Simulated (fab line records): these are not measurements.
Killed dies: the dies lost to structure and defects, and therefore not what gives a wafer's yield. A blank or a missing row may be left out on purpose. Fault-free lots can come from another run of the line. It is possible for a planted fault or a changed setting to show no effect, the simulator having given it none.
Which tool did it?	flow n5_finfet	24 lots with 72 wafers sampled at 6 steps, on a route of 1938 steps

## WHAT THE GAUGES SHOWED, per wafer
N5_BEOL_M3_RS_MEAS_58: uses a four-point probe to measure. Usual: M3_RS gives 0.66 ohm/sq (standard deviation 0.036).
lot	measured	on	M3_RS (ohm/sq)	flag
L074	day 7 09:45	film_metro-02	0.71 0.70 0.67	
L075	day 7 18:10	film_metro-01	0.73 0.66 0.68	
L076	day 7 20:44	film_metro-01	0.62 0.67 0.67	
L077	day 8 00:11	film_metro-02	0.65 0.65 0.61	
L078	day 8 15:13	film_metro-02	0.67 0.64 0.67	
L079	day 8 19:49	film_metro-01	0.67 0.64 0.63	
L080	day 9 08:44	film_metro-01	0.66 0.68 0.67	
L081	day 9 11:59	film_metro-02	0.69 0.64 0.65	
L082	day 9 12:35	film_metro-02	0.68 0.74 0.63	
L083	day 9 23:27	film_metro-01	0.69 0.71 0.66	
L084	day 10 01:51	film_metro-02	0.70 0.69 0.66	
L085	day 10 06:20	film_metro-02	0.68 0.66 0.60	
L086	day 10 21:43	film_metro-01	0.68 0.65 0.58	
L087	day 11 03:59	film_metro-01	0.65 0.67 0.65	
L089	day 11 12:38	film_metro-02	0.66 0.60 0.64	
L091	day 11 21:12	film_metro-02	0.71 0.65 0.64	
L088	day 11 23:23	film_metro-01	0.66 0.64 0.62	
L090	day 12 02:14	film_metro-01	0.69 0.66 0.63	
L092	day 12 06:31	film_metro-02	0.69 0.70 0.72	
L095	day 12 17:44	film_metro-01	0.72 0.63 0.65	
L094	day 13 03:23	film_metro-02	0.70 0.65 0.64	
L093	day 13 10:46	film_metro-01	0.69 0.65 0.68	
L096	day 13 19:51	film_metro-01	0.66 0.66 0.66	
L097	day 14 05:29	film_metro-01	0.60 0.65 0.63	

## TOOL THAT RAN EACH LOT (tool first, then ch and the chambers of the sampled wafers, then the start)
lot	N5_BEOL_M3_SPUTTER_48	N5_BEOL_M3_SPUTTER_79	N5_BEOL_M3_SPUTTER_90	N5_BEOL_M3_ANNEAL_51	N5_BEOL_M3_CMP_52
L074	pvd_sputter-01, day 7 06:32	pvd_sputter-01, day 7 06:46	pvd_sputter-01, day 7 07:38	rtp_anneal-01 ch 0, day 7 08:33	cmp-03 ch 1,2,3, day 7 09:05
L075	pvd_sputter-03, day 7 15:20	pvd_sputter-03, day 7 15:34	pvd_sputter-03, day 7 16:26	rtp_anneal-01 ch 0, day 7 17:17	cmp-04 ch 0,2,3, day 7 17:40
L076	pvd_sputter-03, day 7 17:55	pvd_sputter-03, day 7 18:08	pvd_sputter-03, day 7 19:01	rtp_anneal-02 ch 0, day 7 19:53	cmp-01 ch 0,3, day 7 20:10
L077	pvd_sputter-01, day 7 21:22	pvd_sputter-01, day 7 21:35	pvd_sputter-01, day 7 22:28	rtp_anneal-02 ch 0, day 7 23:22	cmp-03 ch 0,2,3, day 7 23:42
L078	pvd_sputter-02, day 8 12:14	pvd_sputter-02, day 8 12:28	pvd_sputter-02, day 8 13:20	rtp_anneal-02 ch 0, day 8 14:26	cmp-04 ch 0,3, day 8 14:40
L079	pvd_sputter-02, day 8 16:53	pvd_sputter-02, day 8 17:06	pvd_sputter-02, day 8 17:59	rtp_anneal-02 ch 0, day 8 18:57	cmp-04 ch 1,2, day 8 19:18
L080	pvd_sputter-02, day 9 05:41	pvd_sputter-02, day 9 05:55	pvd_sputter-02, day 9 06:47	rtp_anneal-01 ch 0, day 9 07:56	cmp-04 ch 2,3, day 9 08:11
L081	pvd_sputter-01, day 9 08:53	pvd_sputter-01, day 9 09:06	pvd_sputter-01, day 9 09:59	rtp_anneal-01 ch 0, day 9 10:50	cmp-03 ch 1,2, day 9 11:24
L082	pvd_sputter-03, day 9 09:34	pvd_sputter-03, day 9 09:47	pvd_sputter-03, day 9 10:40	rtp_anneal-02 ch 0, day 9 11:44	cmp-03 ch 0,2,3, day 9 12:02
L083	pvd_sputter-02, day 9 20:06	pvd_sputter-02, day 9 20:19	pvd_sputter-02, day 9 21:12	rtp_anneal-01 ch 0, day 9 22:06	cmp-01 ch 0,1,2, day 9 22:53
L084	pvd_sputter-01, day 9 22:55	pvd_sputter-01, day 9 23:08	pvd_sputter-01, day 10 00:01	rtp_anneal-02 ch 0, day 10 00:53	cmp-01 ch 0,1, day 10 01:11
L085	pvd_sputter-01, day 10 03:12	pvd_sputter-01, day 10 03:25	pvd_sputter-01, day 10 04:18	rtp_anneal-02 ch 0, day 10 05:12	cmp-01 ch 0,2,3, day 10 05:45
L086	pvd_sputter-03, day 10 18:54	pvd_sputter-03, day 10 19:07	pvd_sputter-03, day 10 20:00	rtp_anneal-01 ch 0, day 10 20:52	cmp-01 ch 0,2,3, day 10 21:14
L087	pvd_sputter-03, day 11 01:11	pvd_sputter-03, day 11 01:24	pvd_sputter-03, day 11 02:17	rtp_anneal-02 ch 0, day 11 03:11	cmp-01 ch 1,2, day 11 03:26
L089	pvd_sputter-02, day 11 09:49	pvd_sputter-02, day 11 10:02	pvd_sputter-02, day 11 10:55	rtp_anneal-01 ch 0, day 11 11:47	cmp-01 ch 0,3, day 11 12:04
L091	pvd_sputter-02, day 11 18:10	pvd_sputter-02, day 11 18:23	pvd_sputter-02, day 11 19:20	rtp_anneal-01 ch 0, day 11 20:17	cmp-01 ch 0,1,2, day 11 20:43
L088	pvd_sputter-02, day 11 20:21	pvd_sputter-02, day 11 20:36	pvd_sputter-02, day 11 21:35	rtp_anneal-01 ch 0, day 11 22:32	cmp-03 ch 0,2,3, day 11 22:55
L090	pvd_sputter-02, day 11 23:11	pvd_sputter-02, day 11 23:26	pvd_sputter-02, day 12 00:25	rtp_anneal-02 ch 0, day 12 01:22	cmp-04 ch 0,1,2, day 12 01:40
L092	pvd_sputter-02, day 12 03:18	pvd_sputter-02, day 12 03:33	pvd_sputter-02, day 12 04:32	rtp_anneal-02 ch 0, day 12 05:40	cmp-03 ch 1,2,3, day 12 05:58
L095	pvd_sputter-02, day 12 14:50	pvd_sputter-02, day 12 15:03	pvd_sputter-02, day 12 15:56	rtp_anneal-02 ch 0, day 12 16:53	cmp-03 ch 1,2,3, day 12 17:11
L094	pvd_sputter-02, day 12 23:47	pvd_sputter-02, day 13 00:00	pvd_sputter-02, day 13 00:53	rtp_anneal-02 ch 0, day 13 02:34	cmp-04 ch 2,3, day 13 02:49
L093	pvd_sputter-01, day 13 07:55	pvd_sputter-01, day 13 08:08	pvd_sputter-01, day 13 09:01	rtp_anneal-02 ch 0, day 13 09:53	cmp-04 ch 0,1, day 13 10:11
L096	pvd_sputter-03, day 13 17:01	pvd_sputter-03, day 13 17:14	pvd_sputter-03, day 13 18:07	rtp_anneal-01 ch 0, day 13 19:01	cmp-04 ch 1,2,3, day 13 19:16
L097	pvd_sputter-03, day 14 02:37	pvd_sputter-03, day 14 02:50	pvd_sputter-03, day 14 03:43	rtp_anneal-01 ch 0, day 14 04:35	cmp-01 ch 0,3, day 14 04:53
- N5_BEOL_M3_SPUTTER_48: material Cu, target thk 4.5 nm, time 8.29 s.
- N5_BEOL_M3_SPUTTER_79: material Cu, target thk 4.5 nm, time 8.29 s.
- N5_BEOL_M3_SPUTTER_90: material Cu, target thk 4.5 nm, time 8.29 s.
- N5_BEOL_M3_ANNEAL_51: time 90 s.
- N5_BEOL_M3_CMP_52: polishes, stops on SiOC, t overpolish 6.8 s, target thk 40 nm.

## AS READ BY THE TOOLS THEMSELVES (means over the sampled wafers that have a number; for cases with no such wafer, the mark the record gives instead)
N5_BEOL_M3_SPUTTER_48. Usual: chuck_gas_flow_sccm 1.26 sccm, standard deviation 0.046; substrate_temp_c -19.98 C, standard deviation 0.12; throttle_valve_pct 29.9 %, standard deviation 1.
lot	tool	chuck_gas_flow_sccm (sccm)	substrate_temp_c (C)	throttle_valve_pct (%)	flag
L074	pvd_sputter-01	1.25	-20.03	30.9	
L075	pvd_sputter-03	1.26	-19.90	31.3	
L076	pvd_sputter-03	1.31	-20.04	30.5	
L077	pvd_sputter-01	1.28	-20.06	30.6	
L078	pvd_sputter-02	1.21	-20.04	29.1	
L079	pvd_sputter-02	1.21	-19.87	29.4	
L080	pvd_sputter-02	1.27	-20.04	29.2	
L081	pvd_sputter-01	1.28	-20.03	30.8	
L082	pvd_sputter-03	1.26	-19.91	30.6	
L083	pvd_sputter-02	1.30	-19.92	29.1	
L084	pvd_sputter-01	1.26	-19.94	31.4	
L085	pvd_sputter-01	1.30	-20.04	30.4	
L086	pvd_sputter-03	1.26	-19.94	29.8	
L087	pvd_sputter-03	1.23	-20.01	31.1	
L089	pvd_sputter-02	1.29	-20.00	29.2	
L091	pvd_sputter-02	1.29	-19.99	29.2	
L088	pvd_sputter-02	1.27	-19.92	29.2	
L090	pvd_sputter-02	1.28	-20.04	29.1	
L092	pvd_sputter-02	1.23	-20.14	29.0	
L095	pvd_sputter-02	1.24	-19.92	29.0	
L094	pvd_sputter-02	1.26	-20.07	29.3	
L093	pvd_sputter-01	1.28	-19.90	30.9	
L096	pvd_sputter-03	1.28	-20.00	30.4	
L097	pvd_sputter-03	1.23	-19.88	30.3	

N5_BEOL_M3_SPUTTER_79. Usual: chuck_gas_flow_sccm 1.26 sccm, standard deviation 0.061; substrate_temp_c -20.01 C, standard deviation 0.12; throttle_valve_pct 29.9 %, standard deviation 1.
lot	tool	chuck_gas_flow_sccm (sccm)	substrate_temp_c (C)	throttle_valve_pct (%)	flag
L074	pvd_sputter-01	1.25	-20.02	30.9	
L075	pvd_sputter-03	1.26	-19.88	31.5	
L076	pvd_sputter-03	1.31	-20.13	30.6	
L077	pvd_sputter-01	1.31	-20.17	30.5	
L078	pvd_sputter-02	1.21	-19.97	29.1	
L079	pvd_sputter-02	1.28	-20.07	29.3	
L080	pvd_sputter-02	1.24	-20.01	29.0	
L081	pvd_sputter-01	1.32	-20.28	30.7	
L082	pvd_sputter-03	1.26	-19.89	30.6	
L083	pvd_sputter-02	1.28	-20.02	29.2	
L084	pvd_sputter-01	1.28	-20.09	31.4	
L085	pvd_sputter-01	1.25	-19.95	30.2	
L086	pvd_sputter-03	1.19	-20.03	29.5	
L087	pvd_sputter-03	1.28	-20.01	31.1	
L089	pvd_sputter-02	1.27	-19.97	29.2	
L091	pvd_sputter-02	1.30	-20.04	29.1	
L088	pvd_sputter-02	1.30	-20.00	29.1	
L090	pvd_sputter-02	1.22	-20.05	29.4	
L092	pvd_sputter-02	1.29	-19.99	29.1	
L095	pvd_sputter-02	1.30	-20.03	29.0	
L094	pvd_sputter-02	1.30	-20.00	29.3	
L093	pvd_sputter-01	1.20	-20.01	30.8	
L096	pvd_sputter-03	1.28	-20.01	30.5	
L097	pvd_sputter-03	1.29	-19.94	30.1	

N5_BEOL_M3_SPUTTER_90. Usual: chuck_gas_flow_sccm 1.27 sccm, standard deviation 0.05; substrate_temp_c -20.00 C, standard deviation 0.11; throttle_valve_pct 29.9 %, standard deviation 1.
lot	tool	chuck_gas_flow_sccm (sccm)	substrate_temp_c (C)	throttle_valve_pct (%)	flag
L074	pvd_sputter-01	1.27	-20.05	30.9	
L075	pvd_sputter-03	1.35	-20.04	31.4	
L076	pvd_sputter-03	1.26	-19.97	30.5	
L077	pvd_sputter-01	1.30	-20.01	30.6	
L078	pvd_sputter-02	1.27	-19.98	29.2	
L079	pvd_sputter-02	1.24	-20.03	29.2	
L080	pvd_sputter-02	1.25	-20.10	29.1	
L081	pvd_sputter-01	1.27	-20.00	30.8	
L082	pvd_sputter-03	1.25	-19.98	30.6	
L083	pvd_sputter-02	1.24	-19.97	29.0	
L084	pvd_sputter-01	1.23	-20.07	31.6	
L085	pvd_sputter-01	1.30	-20.00	30.3	
L086	pvd_sputter-03	1.30	-20.02	29.5	
L087	pvd_sputter-03	1.23	-19.99	31.0	
L089	pvd_sputter-02	1.32	-19.97	29.2	
L091	pvd_sputter-02	1.28	-20.02	29.1	
L088	pvd_sputter-02	1.24	-20.01	29.2	
L090	pvd_sputter-02	1.23	-19.88	29.2	
L092	pvd_sputter-02	1.28	-20.01	29.1	
L095	pvd_sputter-02	1.28	-20.09	29.1	
L094	pvd_sputter-02	1.24	-19.99	29.1	
L093	pvd_sputter-01	1.30	-19.97	30.8	
L096	pvd_sputter-03	1.30	-20.03	30.3	
L097	pvd_sputter-03	1.23	-19.84	30.1	

N5_BEOL_M3_ANNEAL_51. Usual: wafer_temp_C_max reads 226.2 (standard deviation 0.68).
lot	tool	wafer_temp_C_max	flag
L074	rtp_anneal-01	226.7	
L075	rtp_anneal-01	226.8	
L076	rtp_anneal-02	225.8	
L077	rtp_anneal-02	225.6	
L078	rtp_anneal-02	225.7	
L079	rtp_anneal-02	225.6	
L080	rtp_anneal-01	227.0	
L081	rtp_anneal-01	226.9	
L082	rtp_anneal-02	225.5	
L083	rtp_anneal-01	226.9	
L084	rtp_anneal-02	225.5	
L085	rtp_anneal-02	225.7	
L086	rtp_anneal-01	226.9	
L087	rtp_anneal-02	225.4	
L089	rtp_anneal-01	227.1	
L091	rtp_anneal-01	226.7	
L088	rtp_anneal-01	226.7	
L090	rtp_anneal-02	225.7	
L092	rtp_anneal-02	225.7	
L095	rtp_anneal-02	225.5	
L094	rtp_anneal-02	225.6	
L093	rtp_anneal-02	225.5	
L096	rtp_anneal-01	227.1	
L097	rtp_anneal-01	226.8	

N5_BEOL_M3_CMP_52. Usual: barrier_field_endpoint_s 24.7 s, standard deviation 0.66; head_pressure_psi 1.0001 psi, standard deviation 0.0023; motor_current_A 6.0 A, standard deviation 0.57; overpolish_run_s 6.801 s, standard deviation 0.0099; pad_life_wafers 892, standard deviation 650; retaining_ring_pressure_frac 1.000, standard deviation 0.0046; time_to_endpoint_s 63 s, standard deviation 3.6.
lot	tool	barrier_field_endpoint_s (s)	head_pressure_psi (psi)	motor_current_A (A)	overpolish_run_s (s)	pad_life_wafers	retaining_ring_pressure_frac	time_to_endpoint_s (s)	flag
L074	cmp-03	24.9	1.0021	6.2	6.787	883	0.998	65	
L075	cmp-04	25.1	0.9974	6.3	6.813	1466	1.000	67	
L076	cmp-01	24.6	1.0000	6.3	6.806	1652	0.997	61	
L077	cmp-03	25.4	0.9999	5.8	6.808	998	0.999	62	
L078	cmp-04	25.2	1.0022	6.7	6.790	1608	1.000	63	
L079	cmp-04	25.0	0.9991	5.5	6.799	1639	0.999	65	
L080	cmp-04	24.4	0.9998	6.3	6.812	1740	1.001	65	
L081	cmp-03	25.2	1.0022	6.5	6.804	1212	1.001	64	
L082	cmp-03	24.8	1.0009	6.0	6.799	1220	1.000	64	
L083	cmp-01	23.7	0.9994	5.9	6.806	9	1.001	58	
L084	cmp-01	25.3	1.0002	6.0	6.797	30	1.001	61	
L085	cmp-01	24.2	0.9977	6.3	6.797	62	0.999	62	
L086	cmp-01	25.4	0.9978	6.1	6.798	176	1.003	63	
L087	cmp-01	24.1	1.0014	5.8	6.795	230	1.001	61	
L089	cmp-01	25.4	0.9993	6.3	6.800	312	1.002	67	
L091	cmp-01	24.4	0.9999	6.0	6.795	380	1.001	59	
L088	cmp-03	24.1	1.0018	5.9	6.801	1718	0.994	60	
L090	cmp-04	24.7	1.0014	5.6	6.805	205	1.001	64	
L092	cmp-03	24.6	1.0003	6.0	6.805	1771	1.000	61	
L095	cmp-03	24.5	1.0016	6.2	6.795	1868	1.006	64	
L094	cmp-04	24.2	1.0013	6.2	6.807	402	0.999	63	
L093	cmp-04	24.5	0.9981	5.6	6.803	462	0.995	63	
L096	cmp-04	23.7	0.9999	5.9	6.802	541	0.997	62	
L097	cmp-01	26.0	0.9990	6.2	6.803	816	1.001	68	

## THE ANSWER, worked out from the rows above alone
Rule: a lot counts as off when the mean over its wafers that have a number is more than 3 standard deviations away from the usual mean. A lot without any number at a reading at which 4 lots or more have one is off too. All remaining lots with rows at the step are treated as sound. Order of review: gauges by route order, followed by the tools' own readings, for which a lot's mean as printed above is used. The first step at which some lot is off is used, and at that step the reading that is off furthest; a lot without a number counts as furthest.
Nothing can be told from this: no lot is off at any reading shown.

## WHAT THE SIMULATOR HAD PUT IN
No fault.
